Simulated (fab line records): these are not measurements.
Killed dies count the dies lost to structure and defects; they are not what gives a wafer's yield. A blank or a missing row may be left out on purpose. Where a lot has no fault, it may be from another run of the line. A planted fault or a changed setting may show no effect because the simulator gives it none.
Which tool is to blame? | flow nandHarc | 11 lots, 33 wafers sampled, at 7 steps of a route of 1302

## WHAT THE GAUGES READ, wafer by wafer
NHARC_P_GATE_INSPECT_28. Usual: 6.2 for rawDefectCount, sd 2.8.
lot  | measured     | on               | rawDefectCount | flag
L262 | day 4 21:15  | defectInspect-02 | 3 5 6          | 
L263 | day 5 15:26  | defectInspect-02 | 6 3 7          | 
L266 | day 6 16:25  | defectInspect-01 | 3 2 8          | 
L267 | day 6 20:58  | defectInspect-01 | 8 8 6          | 
L268 | day 7 07:49  | defectInspect-01 | 1153 1199 1206 | OFF
L269 | day 8 02:29  | defectInspect-01 | 7 2 10         | 
L271 | day 8 18:40  | defectInspect-02 | 1212 1196 1188 | OFF
L279 | day 12 08:52 | defectInspect-01 | 4 6 4          | 
L280 | day 12 13:26 | defectInspect-01 | 6 7 3          | 
L281 | day 13 02:47 | defectInspect-01 | 7 5 8          | 
L282 | day 13 07:47 | defectInspect-01 | 5 9 3          | 

NHARC_P_GATE_INSPECT_68. Usual: 220 for rawDefectCount, sd 97.
lot  | measured     | on               | rawDefectCount | flag
L262 | day 5 15:39  | defectInspect-01 | 124 126 102    | 
L263 | day 6 09:49  | defectInspect-01 | 148 153 122    | 
L266 | day 7 10:43  | defectInspect-01 | 130 121 174    | 
L267 | day 7 15:36  | defectInspect-02 | 244 226 235    | 
L268 | day 8 02:28  | defectInspect-02 | 1317 1330 1340 | OFF
L269 | day 8 20:56  | defectInspect-02 | 439 440 282    | 
L271 | day 9 12:49  | defectInspect-02 | 1344 1326 1324 | OFF
L279 | day 13 03:07 | defectInspect-01 | 165 321 360    | 
L280 | day 13 07:40 | defectInspect-01 | 219 243 165    | 
L281 | day 13 21:14 | defectInspect-02 | 556 269 353    | 
L282 | day 14 02:14 | defectInspect-01 | 107 152 209    | 

NHARC_END_SORT_01. Usual: killedAtArray 55, standard deviation 15; killedAtOther 1.0, standard deviation 1.2; killedAtPeriphery 3.4, standard deviation 2.2; killedDies 59, standard deviation 15; killedOpen 3.2, standard deviation 2; killedShort 2.5, standard deviation 1.7.
lot  | measured     | on        | killedAtArray | killedAtOther | killedAtPeriphery | killedDies  | killedOpen | killedShort | flag
L268 | day 26 20:17 | prober-02 | 70 53 48      | 0 1 0         | 80 86 85          | 150 140 133 | 2 5 4      | 3 3 2       | OFF
L271 | day 28 01:58 | prober-02 | 59 31 59      | 3 4 4         | 83 81 85          | 145 116 148 | 4 0 4      | 1 3 0       | OFF

## WHICH TOOL RAN EACH LOT (tool, then ch and the chambers of the sampled wafers, then the start)
lot  | NHARC_P_GATE_DESCUM_13            | NHARC_P_GATE_HM_DEP_102      | NHARC_P_GATE_ETCH_32            | NHARC_P_GATE_ETCHBACK_37
L262 | rieDiel-05 ch 1,2,3, day 4 07:01  | aclDep-03 ch 0, day 4 19:53  | rieSi-01 ch 0,1,2, day 4 21:47  | rieDiel-10 ch 1,2,3, day 5 15:39 or earlier
L263 | rieDiel-10 ch 1,3, day 5 01:11    | aclDep-01 ch 0, day 5 13:56  | rieSi-01 ch 0,2,3, day 5 15:59  | rieDiel-05 ch 0,2,3, day 6 09:49 or earlier
L266 | rieDiel-10 ch 0,1,2, day 6 02:37  | aclDep-01 ch 0, day 6 15:04  | rieSi-01 ch 1,2,3, day 6 16:58  | rieDiel-05 ch 0,1,3, day 7 10:43 or earlier
L267 | rieDiel-05 ch 0,1,3, day 6 07:20  | aclDep-02 ch 0, day 6 19:37  | rieSi-04 ch 0,1,2, day 6 21:29  | rieDiel-08 ch 0,1, day 7 15:36 or earlier
L268 | rieDiel-05 ch 0,1,2, day 6 17:24  | aclDep-01 ch 0, day 7 06:28  | rieSi-04 ch 0,2, day 7 08:20    | rieDiel-05 ch 0,1, day 8 02:28 or earlier
L269 | rieDiel-08 ch 0,1,3, day 7 11:26  | aclDep-03 ch 0, day 8 01:28  | rieSi-01 ch 2,3, day 8 03:01    | rieDiel-08 ch 1,2, day 8 20:56 or earlier
L271 | rieDiel-08 ch 1,2, day 8 04:53    | aclDep-01 ch 0, day 8 17:19  | rieSi-01 ch 1,2,3, day 8 19:13  | rieDiel-10 ch 2,3, day 9 12:49 or earlier
L279 | rieDiel-08 ch 0,3, day 11 11:32   | aclDep-01 ch 0, day 12 07:29 | rieSi-04 ch 1,3, day 12 09:27   | rieDiel-10 ch 0,1,2, day 13 03:07 or earlier
L280 | rieDiel-10 ch 0,2,3, day 11 19:42 | aclDep-01 ch 0, day 12 11:52 | rieSi-01 ch 0,1,2, day 12 13:58 | rieDiel-08 ch 0,1, day 13 07:40 or earlier
L281 | rieDiel-05 ch 0,3, day 12 09:16   | aclDep-01 ch 0, day 13 01:34 | rieSi-04 ch 1,3, day 13 03:19   | rieDiel-05 ch 0,1,2, day 13 21:14 or earlier
L282 | rieDiel-08 ch 1,2,3, day 12 17:37 | aclDep-01 ch 0, day 13 06:19 | rieSi-04 ch 0,1,2, day 13 08:19 | rieDiel-05 ch 0,2,3, day 14 02:14 or earlier
- NHARC_P_GATE_DESCUM_13: chemistry O2, time 3 s.
- NHARC_P_GATE_HM_DEP_102: deposits aC, target thk 120 nm.
- NHARC_P_GATE_ETCH_32: etches the open film in HBr/Cl2, target depth 150 nm, time 100.1 s.
- NHARC_P_GATE_ETCHBACK_37: etches the open film in CHF3/O2, target depth 34.5 nm, time 17.2 s.

## AS READ BY THE TOOLS THEMSELVES (means over the sampled wafers that have a number; for cases with no such wafer, the mark the record gives instead)
NHARC_P_GATE_DESCUM_13. Usual: drypumpMotorCurrentA 5.6 A, standard deviation 0.52; oesProductAu 0.997 a.u., standard deviation 0.01; rfVppV 58.0 V, standard deviation 0.88; showerheadPlenumPTorr 1.98 Torr, standard deviation 0.082; throttleValvePct 11.311 %, standard deviation 0.0091.
lot  | tool       | drypumpMotorCurrentA (A) | oesProductAu (a.u.) | rfVppV (V) | showerheadPlenumPTorr (Torr) | throttleValvePct (%) | flag
L262 | rieDiel-05 | 5.6                      | 0.998               | 59.0       | 2.05                         | 11.312               | 
L263 | rieDiel-10 | 5.3                      | 0.999               | 57.6       | 1.98                         | 11.309               | 
L266 | rieDiel-10 | 5.7                      | 1.000               | 57.5       | 1.92                         | 11.310               | 
L267 | rieDiel-05 | 5.7                      | 0.994               | 57.4       | 2.01                         | 11.306               | 
L268 | rieDiel-05 | 5.6                      | 1.002               | 58.2       | 2.01                         | 11.316               | 
L269 | rieDiel-08 | 5.5                      | 0.986               | 57.9       | 1.92                         | 11.304               | 
L271 | rieDiel-08 | 5.9                      | 0.991               | 58.1       | 1.98                         | 11.312               | 
L279 | rieDiel-08 | 5.1                      | 0.994               | 58.1       | 1.89                         | 11.312               | 
L280 | rieDiel-10 | 5.6                      | 0.993               | 58.4       | 2.00                         | 11.304               | 
L281 | rieDiel-05 | 6.1                      | 1.002               | 57.7       | 2.00                         | 11.317               | 
L282 | rieDiel-08 | 5.7                      | 0.996               | 57.9       | 1.96                         | 11.307               | 

NHARC_P_GATE_HM_DEP_102. Usual: 35.001 % for throttleValvePct, sd 0.0088.
lot  | tool      | throttleValvePct (%) | flag
L262 | aclDep-03 | 35.002               | 
L263 | aclDep-01 | 35.006               | 
L266 | aclDep-01 | 34.995               | 
L267 | aclDep-02 | 35.006               | 
L268 | aclDep-01 | 35.003               | 
L269 | aclDep-03 | 35.005               | 
L271 | aclDep-01 | 35.004               | 
L279 | aclDep-01 | 34.996               | 
L280 | aclDep-01 | 35.006               | 
L281 | aclDep-01 | 35.005               | 
L282 | aclDep-01 | 34.999               | 

NHARC_P_GATE_ETCH_32. Usual: drypumpMotorCurrentA 5.7 A, standard deviation 0.43; oesProductAu 1.002 a.u., standard deviation 0.011; throttleValvePct 26.405 %, standard deviation 0.0092.
lot  | tool     | drypumpMotorCurrentA (A) | oesProductAu (a.u.) | throttleValvePct (%) | flag
L262 | rieSi-01 | 5.8                      | 1.004               | 26.395               | 
L263 | rieSi-01 | 5.8                      | 0.996               | 26.410               | 
L266 | rieSi-01 | 6.0                      | 1.000               | 26.412               | 
L267 | rieSi-04 | 5.7                      | 1.010               | 26.407               | 
L268 | rieSi-04 | 5.4                      | 0.995               | 26.406               | 
L269 | rieSi-01 | 6.0                      | 1.001               | 26.409               | 
L271 | rieSi-01 | 6.0                      | 1.004               | 26.410               | 
L279 | rieSi-04 | 6.0                      | 1.017               | 26.409               | 
L280 | rieSi-01 | 5.8                      | 0.999               | 26.404               | 
L281 | rieSi-04 | 5.6                      | 1.019               | 26.398               | 
L282 | rieSi-04 | 5.7                      | 0.999               | 26.394               | 

NHARC_P_GATE_ETCHBACK_37. Usual: drypumpMotorCurrentA 5.6 A, standard deviation 0.47; oesProductAu 0.95 a.u., standard deviation 0.035; rfVppV 372.1 V, standard deviation 2; showerheadPlenumPTorr 2.47 Torr, standard deviation 0.089; throttleValvePct 20.571 %, standard deviation 0.0079.
lot  | tool       | drypumpMotorCurrentA (A) | oesProductAu (a.u.) | rfVppV (V) | showerheadPlenumPTorr (Torr) | throttleValvePct (%) | flag
L262 | rieDiel-10 | 5.2                      | 0.92                | 371.6      | 2.47                         | 20.566               | 
L263 | rieDiel-05 | 5.9                      | 1.00                | 373.3      | 2.51                         | 20.580               | 
L266 | rieDiel-05 | 5.7                      | 1.00                | 373.4      | 2.51                         | 20.574               | 
L267 | rieDiel-08 | 5.5                      | 0.93                | 369.7      | 2.37                         | 20.563               | 
L268 | rieDiel-05 | 5.6                      | 0.93                | 373.2      | 2.47                         | 20.577               | 
L269 | rieDiel-08 | 5.9                      | 0.92                | 372.7      | 2.49                         | 20.575               | 
L271 | rieDiel-10 | 5.1                      | 0.93                | 373.8      | 2.57                         | 20.565               | 
L279 | rieDiel-10 | 5.7                      | 0.93                | 370.7      | 2.40                         | 20.570               | 
L280 | rieDiel-08 | 5.4                      | 0.93                | 370.4      | 2.36                         | 20.565               | 
L281 | rieDiel-05 | 5.6                      | 0.93                | 373.9      | 2.52                         | 20.573               | 
L282 | rieDiel-05 | 5.9                      | 1.00                | 372.4      | 2.51                         | 20.575               | 

## THE ANSWER, worked out from the rows above alone
Rule: a lot counts as off when the mean over its wafers that have a number is more than 3 standard deviations away from the usual mean. Also off: a lot with no number at a reading for which 4 or more lots have one. Where the step has rows for the other lots, those lots are counted as sound. Order of review: gauges by route order, followed by the tools' own readings, for which a lot's mean as printed above is used. The first step at which some lot is off is used, and at that step the reading that is off furthest; a lot without a number counts as furthest.
Off: L268, L271 (NHARC_P_GATE_INSPECT_28, rawDefectCount).
A tool fits if, at a process step before that reading, it ran every lot that is off, and no sound lot after the first of them. The gauges at NHARC_P_GATE_INSPECT_28 aren't tried: what is off there is off at NHARC_END_SORT_01 too, on other tools, and a gauge's error can't cause that. Not one of the candidates tried fits.

## WHAT WAS PUT IN BY THE SIMULATOR
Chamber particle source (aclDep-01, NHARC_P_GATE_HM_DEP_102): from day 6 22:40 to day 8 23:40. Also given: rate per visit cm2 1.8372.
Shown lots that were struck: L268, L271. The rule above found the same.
